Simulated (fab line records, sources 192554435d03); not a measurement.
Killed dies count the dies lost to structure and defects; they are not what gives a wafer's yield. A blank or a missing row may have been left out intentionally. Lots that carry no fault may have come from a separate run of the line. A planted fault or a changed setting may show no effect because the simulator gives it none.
Matching of chambers + flow n5_finfet + N5_BEOL_M9_CURE_72 on uv_cure-01: 3 sister chambers
The step cures SiCOH lowk, time 120 s. 20 wafers are shown with their chamber, then 10 later ones without.

WAFERS, EACH WITH ITS CHAMBER
| wafer  | chamber | wafer_temp_C_max | lamp_power_pct (%) |
|--------|---------|------------------|--------------------|
| L074.3 | 2       | 372.4            | 52.32              |
| L074.4 | 2       | 372.3            | 52.27              |
| L074.5 | 2       | 372.2            | 52.39              |
| L079.1 | 0       | 371.2            | 52.27              |
| L079.4 | 0       | 371.8            | 52.31              |
| L079.5 | 0       | 371.3            | 52.25              |
| L082.1 | 1       | 372.9            | 52.38              |
| L082.2 | 1       | 372.5            | 52.30              |
| L082.6 | 1       | 372.7            | 52.32              |
| L085.1 | 2       | 372.9            | 52.34              |
| L085.3 | 2       | 372.2            | 52.35              |
| L085.6 | 2       | 372.1            | 52.34              |
| L087.1 | 1       | 373.2            | 52.28              |
| L087.4 | 1       | 373.9            | 52.35              |
| L087.6 | 1       | 372.8            | 52.38              |
| L089.2 | 2       | 371.9            | 52.22              |
| L089.5 | 2       | 373.4            | 52.35              |
| L089.6 | 2       | 371.2            | 52.35              |
| L088.1 | 1       | 372.5            | 52.28              |
| L088.3 | 1       | 371.9            | 52.30              |

SIGNATURES, as means of the wafers listed above
| reading          | chamber 0 | chamber 1 | chamber 2 | scatter within a chamber |
|------------------|-----------|-----------|-----------|--------------------------|
| wafer_temp_C_max | 371.433   | 372.800   | 372.289   | 0.574                    |
| lamp_power_pct   | 52.2767   | 52.3238   | 52.3256   | 0.045                    |
Rule: for a wafer and a chamber, the distance is found by dividing, reading by reading, the gap between the wafer's reading and the chamber's mean by the reading's scatter, squaring, summing and taking the root. The wafer belongs to the nearest chamber; if the next one is less than 2 further off, it can't be placed. The scatter: take each reading less its chamber's mean, square it, sum over the shown wafers, divide by the number of wafers less the number of chambers, and take the root.

WAFERS MISSING THEIR CHAMBER
| wafer  | wafer_temp_C_max | lamp_power_pct (%) |
|--------|------------------|--------------------|
| L088.6 | 373.9            | 52.24              |
| L092.2 | 371.3            | 52.29              |
| L092.3 | 371.9            | 52.45              |
| L092.5 | 371.4            | 52.23              |
| L095.3 | 373.3            | 52.24              |
| L095.4 | 371.9            | 52.32              |
| L095.5 | 372.0            | 52.38              |
| L096.3 | 372.1            | 52.36              |
| L096.5 | 373.0            | 52.34              |
| L096.6 | 372.8            | 52.27              |

WHICH CHAMBER EACH WENT THROUGH
| wafer  | from the rows above          | in truth |
|--------|------------------------------|----------|
| L088.6 | can't be placed: 1 or 2 or 0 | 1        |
| L092.2 | can't be placed: 0 or 2      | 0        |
| L092.3 | can't be placed: 2 or 1 or 0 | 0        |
| L092.5 | can't be placed: 0 or 2      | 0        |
| L095.3 | can't be placed: 1 or 2 or 0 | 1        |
| L095.4 | can't be placed: 2 or 0 or 1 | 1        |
| L095.5 | can't be placed: 2 or 1 or 0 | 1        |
| L096.3 | can't be placed: 2 or 1 or 0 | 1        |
| L096.5 | can't be placed: 1 or 2      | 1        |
| L096.6 | can't be placed: 1 or 2 or 0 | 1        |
Correct placement for 0 of the 10. From these rows, 10 cannot be placed; in 10 the true chamber is one of the candidates. Number placed wrongly: 0.
